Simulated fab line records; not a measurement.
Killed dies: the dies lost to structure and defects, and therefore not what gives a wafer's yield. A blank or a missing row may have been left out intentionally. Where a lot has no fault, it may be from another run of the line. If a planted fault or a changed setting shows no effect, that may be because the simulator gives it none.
The tool behind it: which one?    flow nand_harc    Sampling: 10 lots, 30 wafers, 6 of 1302 route steps

WHAT THE GAUGES READ, wafer by wafer
NHARC_P_M2_CD_MEAS_09: target cd 170 nm. Usual: cd_nm at 169.8 nm, with a standard deviation of 0.75.
lot   measured      on         cd_nm (nm)         flag
L438  day 6 13:05   cd_sem-01  169.7 169.7 170.1  
L439  day 6 16:46   cd_sem-01  171.2 171.8 170.7  
L443  day 8 07:52   cd_sem-03  169.3 169.7 168.8  
L446  day 9 18:55   cd_sem-02  169.8 170.4 170.0  
L452  day 12 13:11  cd_sem-03  170.5 169.4 170.6  
L454  day 13 00:55  cd_sem-03  175.0 173.8 174.6  OFF
L455  day 13 13:19  cd_sem-01  173.3 174.4 175.1  OFF
L456  day 13 21:05  cd_sem-02  170.6 169.1 169.0  
L459  day 14 23:50  cd_sem-02  170.9 170.7 170.6  
L460  day 15 19:46  cd_sem-03  169.2 169.3 169.8  

NHARC_END_SORT_01. Usual: defect_limited_yield 92.7 %, standard deviation 2.6; killed_at_array 45, standard deviation 18; killed_at_other 0.9, standard deviation 1.3; killed_at_periphery 3.7, standard deviation 2.2; killed_dies 50, standard deviation 18; killed_open 3.2, standard deviation 1.9; killed_short 2.4, standard deviation 1.6; sort_bin_2_pct 2.5 %, standard deviation 1.1; sort_bin_3_pct 0.6 %, standard deviation 0.36; sort_bin_4_pct 4.3 %, standard deviation 1.5; sort_n_pass 627, standard deviation 18; sort_rim_yield_pct 92 %, standard deviation 4.3; sort_yield_pct 92.7 %, standard deviation 2.6.
lot   measured      on         defect_limited_yield (%)  killed_at_array  killed_at_other  killed_at_periphery  killed_dies  killed_open  killed_short  sort_bin_2_pct (%)  sort_bin_3_pct (%)  sort_bin_4_pct (%)  sort_n_pass  sort_rim_yield_pct (%)  sort_yield_pct (%)  flag
L454  day 31 07:25  prober-01  91.9 93.1 93.8            55 44 40         0 0 0            0 3 2                55 47 42     3 7 7        1 1 0         2.4 2.7 1.5         0.4 0.4 0.4         5.3 3.8 4.3         622 630 635  96 97 88                91.9 93.1 93.8      

TOOL THAT RAN EACH LOT (tool first, then ch and the chambers of the sampled wafers, then the start)
lot   NHARC_P_M1_DESCUM_14                NHARC_P_M1_ETCH_15                             NHARC_P_M2_PEB_07                  NHARC_P_M2_ETCH_28
L438  rie_diel-03 ch 0,1,2, day 6 09:08   rie_diel-03 ch 2,3, day 6 13:01 or earlier     litho_track-04 ch 0, day 6 13:01   rie_diel-11 ch 2,3, no start
L439  rie_diel-03 ch 0,2, day 6 12:54     rie_diel-03 ch 0,2,3, day 6 16:41 or earlier   litho_track-04 ch 0, day 6 16:41   rie_diel-04 ch 0,2,3, no start
L443  rie_diel-07 ch 0,1, day 8 03:53     rie_diel-07 ch 0,2,3, day 8 07:47 or earlier   litho_track-06 ch 0, day 8 07:47   rie_diel-01 ch 0,2, no start
L446  rie_diel-03 ch 1,2,3, day 9 14:58   rie_diel-03 ch 1,2,3, day 9 18:50 or earlier   litho_track-06 ch 0, day 9 18:50   rie_diel-04 ch 0,1, no start
L452  rie_diel-07 ch 0,2, day 12 08:41    rie_diel-07 ch 0,1, day 12 13:05 or earlier    litho_track-04 ch 0, day 12 13:05  rie_diel-01 ch 1,2,3, no start
L454  rie_diel-07 ch 1,2,3, day 12 20:58  rie_diel-07 ch 1,2,3, day 13 00:50 or earlier  litho_track-04 ch 0, day 13 00:50  rie_diel-04 ch 1,2, day 31 07:25 or earlier
L455  rie_diel-03 ch 0,3, day 13 09:03    rie_diel-03 ch 0,1,2, day 13 13:14 or earlier  litho_track-04 ch 0, day 13 13:14  rie_diel-11 ch 0,1,3, no start
L456  rie_diel-03 ch 0,1,3, day 13 17:14  rie_diel-03 ch 1,2,3, day 13 21:00 or earlier  litho_track-01 ch 0, day 13 21:00  rie_diel-11 ch 0,3, no start
L459  rie_diel-03 ch 0,1,2, day 14 19:46  rie_diel-03 ch 0,2, day 14 23:46 or earlier    litho_track-06 ch 0, day 14 23:46  rie_diel-01 ch 0,1,2, no start
L460  rie_diel-03 ch 1,2,3, day 15 15:49  rie_diel-03 ch 0,1,2, day 15 19:41 or earlier  litho_track-01 ch 0, day 15 19:41  rie_diel-11 ch 0,3, no start
- NHARC_P_M1_DESCUM_14: chemistry O2, time 3 s.
- NHARC_P_M1_ETCH_15: etches the open film in C4F8/Ar, target depth 182.5 nm, time 91.2 s.
- NHARC_P_M2_PEB_07: peb time 65 s.
- NHARC_P_M2_ETCH_28: etches the open film in CF4/N2, target depth 30 nm, time 72.99 s.

WHAT THE TOOLS THEMSELVES READ (means of the sampled wafers that have a number; where no wafer has one, the mark that the record gives instead)
NHARC_P_M1_DESCUM_14. Usual: drypump_motor_current_A 5.7 A, standard deviation 0.36; oes_product_au 0.999 a.u., standard deviation 0.012; rf_vpp_V 57.8 V, standard deviation 0.89; showerhead_plenum_p_Torr 1.91 Torr, standard deviation 0.089; throttle_valve_pct 11.310 %, standard deviation 0.0088.
lot   tool         drypump_motor_current_A (A)  oes_product_au (a.u.)  rf_vpp_V (V)  showerhead_plenum_p_Torr (Torr)  throttle_valve_pct (%)  flag
L438  rie_diel-03  5.7                          1.009                  58.1          1.94                             11.309                  
L439  rie_diel-03  5.9                          0.988                  58.0          1.95                             11.317                  
L443  rie_diel-07  5.6                          1.010                  56.6          1.78                             11.314                  
L446  rie_diel-03  5.8                          0.996                  57.8          1.96                             11.312                  
L452  rie_diel-07  6.1                          0.989                  58.3          1.82                             11.314                  
L454  rie_diel-07  5.8                          0.990                  57.9          1.84                             11.309                  
L455  rie_diel-03  5.7                          1.011                  58.5          2.04                             11.308                  
L456  rie_diel-03  5.5                          1.011                  57.5          1.98                             11.310                  
L459  rie_diel-03  5.7                          1.003                  58.9          1.93                             11.305                  
L460  rie_diel-03  5.8                          0.990                  58.3          1.95                             11.312                  

NHARC_P_M1_ETCH_15. Usual: oes_product_au 0.958 a.u., standard deviation 0.022; rf_vpp_V 440.5 V, standard deviation 3.
lot   tool         oes_product_au (a.u.)  rf_vpp_V (V)  flag
L438  rie_diel-03  0.969                  442.0         
L439  rie_diel-03  0.954                  443.3         
L443  rie_diel-07  0.972                  438.3         
L446  rie_diel-03  0.960                  442.3         
L452  rie_diel-07  0.920                  437.2         
L454  rie_diel-07  0.953                  438.7         
L455  rie_diel-03  0.969                  442.6         
L456  rie_diel-03  0.964                  441.8         
L459  rie_diel-03  0.958                  441.6         
L460  rie_diel-03  0.959                  441.3         

NHARC_P_M2_PEB_07. Usual: heater_power_total_W 156.6 W, standard deviation 0.43; plate_temp_C 99.99 C, standard deviation 0.12.
lot   tool            heater_power_total_W (W)  plate_temp_C (C)  flag
L438  litho_track-04  156.9                     100.05            
L439  litho_track-04  156.5                     100.02            
L443  litho_track-06  157.0                     99.93             
L446  litho_track-06  156.6                     99.93             
L452  litho_track-04  157.1                     99.85             
L454  litho_track-04  159.2                     101.20            OFF
L455  litho_track-04  159.8                     101.29            OFF
L456  litho_track-01  156.6                     100.04            
L459  litho_track-06  156.4                     100.06            
L460  litho_track-01  156.3                     99.91             

NHARC_P_M2_ETCH_28. Usual: drypump_motor_current_A 5.7 A, standard deviation 0.33; oes_product_au 0.998 a.u., standard deviation 0.012; rf_vpp_V 314.5 V, standard deviation 1.8; showerhead_plenum_p_Torr 2.65 Torr, standard deviation 0.094; throttle_valve_pct 19.793 %, standard deviation 0.0086.
lot   tool         drypump_motor_current_A (A)  oes_product_au (a.u.)  rf_vpp_V (V)  showerhead_plenum_p_Torr (Torr)  throttle_valve_pct (%)  flag
L438  rie_diel-11  5.6                          0.986                  314.6         2.67                             19.791                  
L439  rie_diel-04  5.5                          1.005                  315.5         2.67                             19.789                  
L443  rie_diel-01  5.4                          1.004                  312.9         2.61                             19.794                  
L446  rie_diel-04  5.5                          0.996                  314.9         2.72                             19.796                  
L452  rie_diel-01  5.8                          1.001                  314.5         2.63                             19.804                  
L454  rie_diel-04  5.5                          1.007                  314.7         2.63                             19.794                  
L455  rie_diel-11  5.8                          0.993                  315.2         2.64                             19.790                  
L456  rie_diel-11  5.9                          0.992                  314.0         2.63                             19.788                  
L459  rie_diel-01  5.6                          1.003                  315.4         2.67                             19.783                  
L460  rie_diel-11  5.8                          0.995                  314.9         2.62                             19.792                  

THE ANSWER, worked out from the rows above alone
Rule: a lot is off if the mean of its wafers that have a number lies more than 3 standard deviations from the usual mean. Also off: a lot with no number at a reading for which 4 or more lots have one. The other lots that the step has rows for count as sound. The gauges are gone through in route order, then the tools' own readings, and for those a lot's mean is taken as printed above. The first step at which some lot is off is used, and at that step the reading that is off furthest; a lot without a number counts as furthest.
Off at NHARC_P_M2_CD_MEAS_09 (cd_nm): L454, L455.
If a tool, at a process step before that reading, ran all the lots that are off and no sound lot after the first of them, it fits. The gauges at NHARC_P_M2_CD_MEAS_09 aren't tried: what is off there is off at NHARC_P_M2_PEB_07 too, on other tools, and a gauge's error can't cause that. NHARC_P_M1_ETCH_15 gives no start for some lots, so the hours and the order of its lots are those of NHARC_P_M2_PEB_07. One candidate fits, namely litho_track-04 at NHARC_P_M2_PEB_07. Its last sound lot is L452 (day 12 13:05), its first lot that is off L454 (day 13 00:50): a fault that began between those two fits.
The tool's own readings at NHARC_P_M2_PEB_07 bear it out: on the lots that are off they differ by more than 5 times the standard deviation of the sound lots' means. heater_power_total_W reads 159.5 W there against 156.7 W on the sound lots; plate_temp_C reads 101.25 C there against 99.97 C on the sound lots.

WHAT WAS PUT IN BY THE SIMULATOR
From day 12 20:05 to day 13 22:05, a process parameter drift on litho_track-04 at NHARC_P_M2_PEB_07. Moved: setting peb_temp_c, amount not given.
Struck lots among those shown: L454, L455. Same finding as the rule above.
